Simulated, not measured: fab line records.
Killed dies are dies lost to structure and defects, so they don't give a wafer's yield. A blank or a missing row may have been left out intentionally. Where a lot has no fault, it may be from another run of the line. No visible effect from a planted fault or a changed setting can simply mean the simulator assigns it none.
Which of the tools did it? | flow n5_finfet | 12 lots with 36 wafers sampled at 3 steps, on a route of 1938 steps

## WHAT THE GAUGES READ, wafer by wafer
N5_ILD0_THK_MEAS_04.
lot  | measured    | on            | thk_nm (nm)
L895 | day 3 12:49 | film_metro-02 | 197.8 197.7 198.7
L900 | day 4 18:57 | film_metro-02 | 196.4 196.1 198.0
L901 | day 5 00:26 | film_metro-02 | 198.6 199.1 197.8
L902 | day 5 07:22 | film_metro-01 | 196.4 198.1 198.3
L908 | day 6 22:44 | film_metro-02 | 198.0 196.4 196.9
L909 | day 7 00:02 | film_metro-02 | 195.7 195.7 195.5
L911 | day 7 11:59 | film_metro-01 | 196.7 197.0 196.2
L913 | day 7 23:40 | film_metro-02 | 198.2 197.3 195.9
L914 | day 8 07:19 | film_metro-02 | 197.9 196.7 195.5
L916 | day 8 18:48 | film_metro-02 | 198.6 200.4 200.0
L917 | day 9 01:06 | film_metro-02 | 196.0 198.0 197.4
L918 | day 9 07:48 | film_metro-01 | 195.6 196.0 195.7

N5_SDB_CD_MEAS_11 targets a cd of 50 nm.
lot  | measured    | on        | cd_nm (nm)
L895 | day 3 16:52 | cd_sem-03 | 48.9 49.0 48.7
L900 | day 4 22:56 | cd_sem-01 | 48.6 48.8 48.2
L901 | day 5 05:25 | cd_sem-03 | 45.5 44.9 45.2
L902 | day 5 11:17 | cd_sem-03 | 45.0 45.7 44.5
L908 | day 7 02:58 | cd_sem-02 | 51.9 51.3 51.8
L909 | day 7 04:05 | cd_sem-01 | 49.7 50.5 50.7
L911 | day 7 16:03 | cd_sem-01 | 48.9 49.3 48.9
L913 | day 8 03:43 | cd_sem-01 | 48.8 50.4 49.7
L914 | day 8 12:02 | cd_sem-03 | 49.0 50.1 48.5
L916 | day 8 22:58 | cd_sem-02 | 49.4 49.3 48.6
L917 | day 9 05:17 | cd_sem-01 | 51.1 48.7 48.4
L918 | day 9 11:43 | cd_sem-02 | 50.1 48.3 50.1

## WHAT TOOL EACH LOT RAN ON (gives the tool, then ch and the chambers of the sampled wafers, and finally the start)
lot  | N5_SDB_EXPOSE_08
L895 | arfi_scanner-01 ch 0, day 3 16:45
L900 | arfi_scanner-01 ch 0, day 4 22:49
L901 | arfi_scanner-01 ch 0, day 5 05:17
L902 | arfi_scanner-01 ch 0, day 5 11:10
L908 | arfi_scanner-03 ch 0, day 7 02:51
L909 | arfi_scanner-02 ch 0, day 7 03:58
L911 | arfi_scanner-03 ch 0, day 7 15:56
L913 | arfi_scanner-02 ch 0, day 8 03:35
L914 | arfi_scanner-02 ch 0, day 8 11:55
L916 | arfi_scanner-02 ch 0, day 8 22:50
L917 | arfi_scanner-03 ch 0, day 9 05:10
L918 | arfi_scanner-03 ch 0, day 9 11:36
- N5_SDB_EXPOSE_08: exposes mask SDB.

## AS READ BY THE TOOLS THEMSELVES (means over the sampled wafers that have a number; for cases with no such wafer, the mark the record gives instead)
N5_SDB_EXPOSE_08.
lot  | tool            | exposure_dose_mJ_cm2 | reticle_temp_C (C)
L895 | arfi_scanner-01 | 49.51                | 22.93
L900 | arfi_scanner-01 | 49.49                | 22.94
L901 | arfi_scanner-01 | 47.38                | 22.99
L902 | arfi_scanner-01 | 47.79                | 23.05
L908 | arfi_scanner-03 | 49.63                | 22.94
L909 | arfi_scanner-02 | 49.58                | 22.79
L911 | arfi_scanner-03 | 49.56                | 22.92
L913 | arfi_scanner-02 | 49.55                | 22.97
L914 | arfi_scanner-02 | 49.48                | 22.94
L916 | arfi_scanner-02 | 49.55                | 23.15
L917 | arfi_scanner-03 | 49.57                | 22.81
L918 | arfi_scanner-03 | 49.61                | 22.93

## THE ANSWER, worked out from the rows above alone
Rule: the lots themselves supply what counts as usual. The widest of any qualifying gaps counts: lots, ordered by their means at a reading, are off when they make up no more than a third of the lots, leave a main group of 4 or more, and stand apart from it by 3 or more times the standard deviation of that group's means. If all means in a main group match to the digits the tables above print for the reading, that group is not used. A lot without any number at a reading at which 4 lots or more have one is off too. Any other lot the step has rows for is counted as sound. After the gauges, taken in route order, come the tools' own readings; for these a lot's mean is taken, as printed above. At the first step where some lot is off, the reading lying furthest off is the one used; lots without a number count as furthest.
Off, at N5_SDB_CD_MEAS_11 on cd_nm: L901, L902. Mean 49.5 nm and standard deviation 0.85 in the main group.
A tool fits if, at a process step before that reading, it ran every lot that is off, and no sound lot after the first of them. The gauges at N5_SDB_CD_MEAS_11 aren't tried: what is off there is off at N5_SDB_EXPOSE_08 too, on other tools, and a gauge's error can't cause that. One fits: N5_SDB_EXPOSE_08 on arfi_scanner-01. A fault onset in the window from L900 (day 4 22:49, its last sound lot) to L901 (day 5 05:17, its first lot off) fits.
The tool's own readings at N5_SDB_EXPOSE_08 bear it out: on the lots that are off they differ by more than 5 times the standard deviation of the sound lots' means. exposure_dose_mJ_cm2 reads 47.59 there against 49.55 on the sound lots.

## WHAT THE SIMULATOR HAD INSERTED
Process parameters drifting: arfi_scanner-01 at N5_SDB_EXPOSE_08, beginning at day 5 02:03. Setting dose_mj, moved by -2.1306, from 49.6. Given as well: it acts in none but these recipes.
Shown lots that were struck: L901, L902. Same finding as the rule above.
